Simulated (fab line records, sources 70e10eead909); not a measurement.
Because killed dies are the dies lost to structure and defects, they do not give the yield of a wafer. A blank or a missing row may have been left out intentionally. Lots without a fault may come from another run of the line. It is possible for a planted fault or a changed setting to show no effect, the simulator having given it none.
What tool caused it?	flow nand_harc	19 lots, 57 wafers sampled, at 5 steps of a route of 1159

## WHAT THE GAUGES READ, wafer by wafer
NHARC_A_SGD_CUT_OVL_MEAS_10.
lot	measured	on	overlay_x_nm (nm)	overlay_y_nm (nm)
L075	day 14 01:18	overlay-02	-0.1 -1.5 -0.2	-1.0 -1.2 -0.9
L077	day 14 13:28	overlay-01	1.0 1.2 1.3	1.4 0.9 1.5
L076	day 14 14:09	overlay-01	0.8 0.7 0.8	0.8 0.6 0.9
L080	day 15 05:36	overlay-02	-0.6 -0.2 -0.4	0.7 1.0 0.6
L082	day 15 04:17	overlay-02	-0.4 -0.1 -0.6	1.2 0.9 1.0
L081	day 16 00:27	overlay-02	-0.4 -0.6 -0.2	-0.4 -0.3 -0.5
L084	day 16 11:32	overlay-02	-0.6 -0.5 -0.7	0.2 0.6 0.7
L085	day 16 11:11	overlay-02	-1.0 -0.1 -0.5	0.3 0.4 0.2
L087	day 16 19:54	overlay-02	0.9 0.4 0.2	0.0 -0.3 -0.1
L086	day 16 18:19	overlay-02	-0.5 -0.1 -0.4	-0.8 -0.4 -0.6
L083	day 16 20:56	overlay-02	-0.3 -0.7 -0.9	0.0 0.2 0.1
L089	day 17 06:47	overlay-02	-1.3 -0.8 -0.8	-0.7 -1.1 -0.3
L088	day 17 06:37	overlay-02	-0.3 -0.5 -0.3	0.4 0.5 1.1
L093	day 18 09:19	overlay-02	-0.2 -0.5 -0.8	0.5 0.6 0.4
L091	day 18 15:09	overlay-02	-0.8 -0.7 -1.3	1.2 1.8 1.5
L094	day 18 15:35	overlay-02	0.4 -0.3 0.2	-0.1 -0.5 0.6
L095	day 19 15:05	overlay-02	0.2 0.0 0.0	-0.9 -0.5 -0.5
L097	day 19 15:34	overlay-02	0.8 0.5 1.0	0.0 0.9 0.6
L096	day 19 15:18	overlay-02	0.6 0.7 1.0	0.2 0.1 0.4

## EACH LOT AND THE TOOL THAT RAN IT (in order: tool; ch and the chambers of the sampled wafers; start)
lot	NHARC_A_STAIRCASE_DESCUM_291	NHARC_A_STAIRCASE_HM_OPEN_460	NHARC_A_STAIRCASE_STRIP_476	NHARC_A_STAIRCASE_STRIP_475
L075	rie_diel-02 ch 0,1,3, day 11 20:43	rie_diel-02 ch 0,1,2, day 12 05:54 or earlier	rie_diel-03 ch 0,2,3, day 12 05:54	rie_diel-02 ch 0,2,3, day 14 01:18 or earlier
L077	rie_diel-03 ch 0,1,3, day 12 06:35	rie_diel-03 ch 1,2,3, day 12 15:40 or earlier	rie_diel-12 ch 1,2,3, day 12 15:40	rie_diel-12 ch 0,2,3, day 14 13:28 or earlier
L076	rie_diel-03 ch 0,1,2, day 12 08:37	rie_diel-03 ch 0,2,3, day 12 18:52 or earlier	rie_diel-03 ch 0,1,2, day 12 18:52	rie_diel-12 ch 1,2, day 14 14:09 or earlier
L080	rie_diel-02 ch 1,2, day 12 20:28	rie_diel-02 ch 0,2, day 13 07:11 or earlier	rie_diel-02 ch 1,2,3, day 13 07:11	rie_diel-12 ch 1,2,3, day 15 05:36 or earlier
L082	rie_diel-03 ch 0,3, day 13 02:58	rie_diel-03 ch 1,2, day 13 12:27 or earlier	rie_diel-03 ch 0,2,3, day 13 12:27	rie_diel-03 ch 0,2, day 15 02:41
L081	rie_diel-02 ch 1,2,3, day 13 14:13	rie_diel-02 ch 0,1,3, day 14 02:37 or earlier	rie_diel-02 ch 0,1,2, day 14 02:37	rie_diel-03 ch 1,2,3, day 16 00:27 or earlier
L084	rie_diel-12 ch 0,2,3, day 14 02:15	rie_diel-12 ch 1,3, day 14 14:10 or earlier	rie_diel-03 ch 0,2, day 14 14:10	rie_diel-03 ch 0,3, day 16 11:32 or earlier
L085	rie_diel-02 ch 1,3, day 14 02:25	rie_diel-02 ch 0,1,3, day 14 15:29 or earlier	rie_diel-02 ch 0,2,3, day 14 15:29	rie_diel-02 ch 0,1,2, day 16 11:11 or earlier
L087	rie_diel-02 ch 1,2, day 14 09:17	rie_diel-02 ch 0,1,3, day 14 19:52 or earlier	rie_diel-03 ch 0,1,2, day 14 19:52	rie_diel-03 ch 0,2,3, day 16 19:54 or earlier
L086	rie_diel-02 ch 0,3, day 14 11:42	rie_diel-02 ch 0,1,3, day 15 01:21 or earlier	rie_diel-12 ch 0,2,3, day 15 01:21	rie_diel-12 ch 0,3, day 16 18:19 or earlier
L083	rie_diel-02 ch 0,2,3, day 14 13:25	rie_diel-02 ch 0,2,3, day 15 00:06 or earlier	rie_diel-03 ch 0,2,3, day 15 00:06	rie_diel-02 ch 1,2,3, day 16 20:56 or earlier
L089	rie_diel-02 ch 0,2,3, day 15 02:19	rie_diel-02 ch 1,2,3, day 15 11:28 or earlier	rie_diel-02 ch 0,1,2, day 15 11:28	rie_diel-03 ch 0,2,3, day 17 06:47 or earlier
L088	rie_diel-03 ch 0,2,3, day 15 03:04	rie_diel-03 ch 0,2,3, day 15 12:18 or earlier	rie_diel-12 ch 1,2,3, day 15 12:18	rie_diel-02 ch 0,2,3, day 17 06:37 or earlier
L093	rie_diel-02 ch 0,1,3, day 16 05:02	rie_diel-02 ch 1,2,3, day 16 15:41 or earlier	rie_diel-12 ch 0,2,3, day 16 15:41	rie_diel-03 ch 0,1,3, day 18 09:19 or earlier
L091	rie_diel-03 ch 1,2, day 16 06:59	rie_diel-03 ch 1,2,3, day 16 18:37 or earlier	rie_diel-02 ch 1,2, day 16 18:37	rie_diel-02 ch 0,1,3, day 18 15:09 or earlier
L094	rie_diel-02 ch 0,2,3, day 16 11:12	rie_diel-02 ch 0,2,3, day 16 20:49 or earlier	rie_diel-03 ch 0,2,3, day 16 20:49	rie_diel-02 ch 0,1,3, day 18 15:35 or earlier
L095	rie_diel-12 ch 2,3, day 17 06:45	rie_diel-12 ch 0,1, day 17 16:38 or earlier	rie_diel-12 ch 1,3, day 17 16:38	rie_diel-03 ch 1,2,3, day 19 15:05 or earlier
L097	rie_diel-02 ch 0,1,3, day 17 06:56	rie_diel-02 ch 1,2,3, day 17 16:44 or earlier	rie_diel-02 ch 2,3, day 17 16:44	rie_diel-02 ch 0,2, day 19 15:34 or earlier
L096	rie_diel-12 ch 2,3, day 17 09:26	rie_diel-12 ch 0,2, day 17 18:50 or earlier	rie_diel-02 ch 0,1,2, day 17 18:50	rie_diel-02 ch 0,1, day 19 15:18 or earlier
- NHARC_A_STAIRCASE_DESCUM_291: chemistry O2, time 3 s.
- NHARC_A_STAIRCASE_HM_OPEN_460: chemistry O2/COS.
- NHARC_A_STAIRCASE_STRIP_476: strips in O2, time 20 s.
- NHARC_A_STAIRCASE_STRIP_475: strips in O2, time 20 s.

## WHAT THE TOOLS THEMSELVES READ (means of the sampled wafers that have a number; where no wafer has one, the mark that the record gives instead)
NHARC_A_STAIRCASE_DESCUM_291.
lot	tool	drypump_motor_current_A (A)	o2_flow_sccm (sccm)	oes_product_au (a.u.)	rf_vpp_V (V)	showerhead_plenum_p_Torr (Torr)	throttle_valve_pct (%)
L075	rie_diel-02	5.7	199.9	0.997	58.2	1.84	11.315
L077	rie_diel-03	5.3	199.8	1.005	58.4	1.92	11.304
L076	rie_diel-03	5.1	200.1	1.011	57.4	1.94	11.309
L080	rie_diel-02	5.5	199.8	0.992	56.7	1.83	11.303
L082	rie_diel-03	5.7	200.0	1.017	58.0	1.89	11.313
L081	rie_diel-02	5.5	199.8	0.997	57.2	1.84	11.316
L084	rie_diel-12	5.7	199.9	0.992	58.4	1.97	11.327
L085	rie_diel-02	5.4	199.4	1.003	57.0	1.85	11.309
L087	rie_diel-02	5.8	200.5	1.006	57.7	1.80	11.315
L086	rie_diel-02	5.6	199.5	1.006	57.1	1.85	11.315
L083	rie_diel-02	5.4	200.4	1.008	57.8	1.85	11.306
L089	rie_diel-02	5.5	200.5	1.004	57.1	1.85	11.309
L088	rie_diel-03	5.4	199.8	1.019	58.1	1.92	11.319
L093	rie_diel-02	5.7	199.3	1.014	57.6	1.83	11.309
L091	rie_diel-03	5.0	200.3	1.007	58.2	1.95	11.317
L094	rie_diel-02	5.4	199.4	1.013	57.7	1.85	11.312
L095	rie_diel-12	5.6	200.5	0.996	58.8	1.96	11.312
L097	rie_diel-02	5.7	199.7	1.012	56.9	1.82	11.321
L096	rie_diel-12	5.6	199.8	1.001	57.7	1.96	11.307

NHARC_A_STAIRCASE_HM_OPEN_460.
lot	tool	drypump_motor_current_A (A)	o2_flow_sccm (sccm)	oes_product_au (a.u.)	rf_fwd_power_W (W)	rf_vpp_V (V)	showerhead_plenum_p_Torr (Torr)	throttle_valve_pct (%)
L075	rie_diel-02	5.7	398.9	1.004	499.6	464.2	2.99	28.330
L077	rie_diel-03	5.4	400.6	1.006	499.2	468.4	3.16	28.327
L076	rie_diel-03	5.4	400.4	1.014	500.3	467.7	3.14	28.325
L080	rie_diel-02	5.7	400.1	0.997	498.8	464.7	3.01	28.341
L082	rie_diel-03	5.1	401.7	0.999	499.9	468.7	3.20	28.342
L081	rie_diel-02	5.7	400.0	1.007	498.4	464.5	3.00	28.321
L084	rie_diel-12	5.5	400.0	1.000	499.2	466.5	3.12	28.323
L085	rie_diel-02	5.7	399.6	1.000	498.7	464.7	3.00	28.328
L087	rie_diel-02	5.7	399.9	1.016	500.8	464.5	2.99	28.333
L086	rie_diel-02	5.7	400.4	1.007	499.6	465.5	2.99	28.334
L083	rie_diel-02	5.4	400.0	1.001	498.5	465.6	3.02	28.331
L089	rie_diel-02	5.5	398.5	1.001	498.7	464.2	3.00	28.327
L088	rie_diel-03	5.4	399.5	1.008	499.6	467.9	3.12	28.322
L093	rie_diel-02	5.5	398.5	1.006	499.7	463.8	2.99	28.336
L091	rie_diel-03	5.4	400.2	1.019	498.8	468.0	3.15	28.335
L094	rie_diel-02	5.5	400.1	1.007	498.5	464.2	3.02	28.340
L095	rie_diel-12	5.7	400.2	1.009	499.0	467.4	3.12	28.321
L097	rie_diel-02	5.5	401.8	1.009	498.8	464.9	2.99	28.332
L096	rie_diel-12	5.8	399.9	0.984	499.7	469.2	3.21	28.334

NHARC_A_STAIRCASE_STRIP_476.
lot	tool	drypump_motor_current_A (A)	o2_flow_sccm (sccm)	oes_product_au (a.u.)	rf_vpp_V (V)	showerhead_plenum_p_Torr (Torr)	throttle_valve_pct (%)
L075	rie_diel-03	5.4	499.5	1.004	57.7	3.55	17.032
L077	rie_diel-12	5.8	500.0	0.990	58.2	3.57	17.038
L076	rie_diel-03	5.1	501.7	1.009	57.4	3.58	17.031
L080	rie_diel-02	5.5	500.7	1.009	57.5	3.39	17.030
L082	rie_diel-03	5.5	500.7	1.014	58.5	3.54	17.039
L081	rie_diel-02	5.7	500.2	1.001	57.4	3.37	17.037
L084	rie_diel-03	5.1	500.4	1.011	57.4	3.54	17.046
L085	rie_diel-02	5.4	500.4	1.009	57.5	3.42	17.039
L087	rie_diel-03	5.1	500.9	1.005	58.1	3.57	17.037
L086	rie_diel-12	5.7	499.9	0.978	57.6	3.62	17.039
L083	rie_diel-03	5.5	500.0	1.016	57.6	3.53	17.026
L089	rie_diel-02	5.7	500.5	1.003	57.5	3.36	17.036
L088	rie_diel-12	5.8	499.3	0.989	57.9	3.55	17.049
L093	rie_diel-12	5.7	501.4	0.990	57.8	3.62	17.043
L091	rie_diel-02	5.8	500.7	0.986	57.5	3.33	17.028
L094	rie_diel-03	5.5	501.0	1.012	58.1	3.52	17.040
L095	rie_diel-12	5.5	500.6	1.004	57.3	3.51	17.036
L097	rie_diel-02	5.2	499.9	1.015	57.5	3.43	17.030
L096	rie_diel-02	5.7	498.8	0.998	57.9	3.35	17.038

NHARC_A_STAIRCASE_STRIP_475.
lot	tool	drypump_motor_current_A (A)	o2_flow_sccm (sccm)	oes_product_au (a.u.)	rf_vpp_V (V)	showerhead_plenum_p_Torr (Torr)	throttle_valve_pct (%)
L075	rie_diel-02	5.4	500.8	1.008	58.2	3.42	17.024
L077	rie_diel-12	5.7	498.7	0.989	58.3	3.63	17.037
L076	rie_diel-12	6.0	499.6	0.997	57.7	3.50	17.047
L080	rie_diel-12	5.8	498.7	0.992	57.5	3.55	17.039
L082	rie_diel-03	5.1	499.5	1.002	56.8	3.54	17.039
L081	rie_diel-03	5.4	498.9	1.005	58.6	3.56	17.028
L084	rie_diel-03	5.7	499.9	1.025	57.4	3.48	17.033
L085	rie_diel-02	5.7	501.6	1.001	57.0	3.36	17.033
L087	rie_diel-03	5.5	501.5	1.010	57.2	3.52	17.036
L086	rie_diel-12	5.4	500.4	1.003	57.6	3.58	17.040
L083	rie_diel-02	5.5	498.7	0.996	56.6	3.38	17.041
L089	rie_diel-03	5.5	499.6	1.011	57.5	3.52	17.031
L088	rie_diel-02	5.4	500.1	1.013	58.0	3.41	17.030
L093	rie_diel-03	5.4	499.0	1.000	57.6	3.51	17.039
L091	rie_diel-02	5.7	502.4	1.014	57.7	3.37	17.043
L094	rie_diel-02	5.7	501.0	1.011	57.9	3.37	17.035
L095	rie_diel-03	5.4	498.9	1.018	57.7	3.54	17.042
L097	rie_diel-02	5.5	501.3	1.006	57.4	3.38	17.040
L096	rie_diel-02	5.9	499.6	1.011	57.3	3.34	17.037

## THE ANSWER, worked out from the rows above alone
Rule: usual is defined by the lots themselves. The widest of any qualifying gaps counts: lots, ordered by their means at a reading, are off when they make up no more than a third of the lots, leave a main group of 4 or more, and stand apart from it by 3 or more times the standard deviation of that group's means. A main group is skipped when, at the precision printed for the reading in the tables above, its means are all equal. A lot without any number at a reading at which 4 lots or more have one is off too. Where the step has rows for the other lots, those lots are counted as sound. First the gauges in route order, then the tools' own readings, where a lot's mean is used as printed above. At the first step where some lot is off, the reading lying furthest off is the one used; lots without a number count as furthest.
Across all readings shown, no lot is off: no conclusion can be drawn from this.

## WHAT WAS PUT IN BY THE SIMULATOR
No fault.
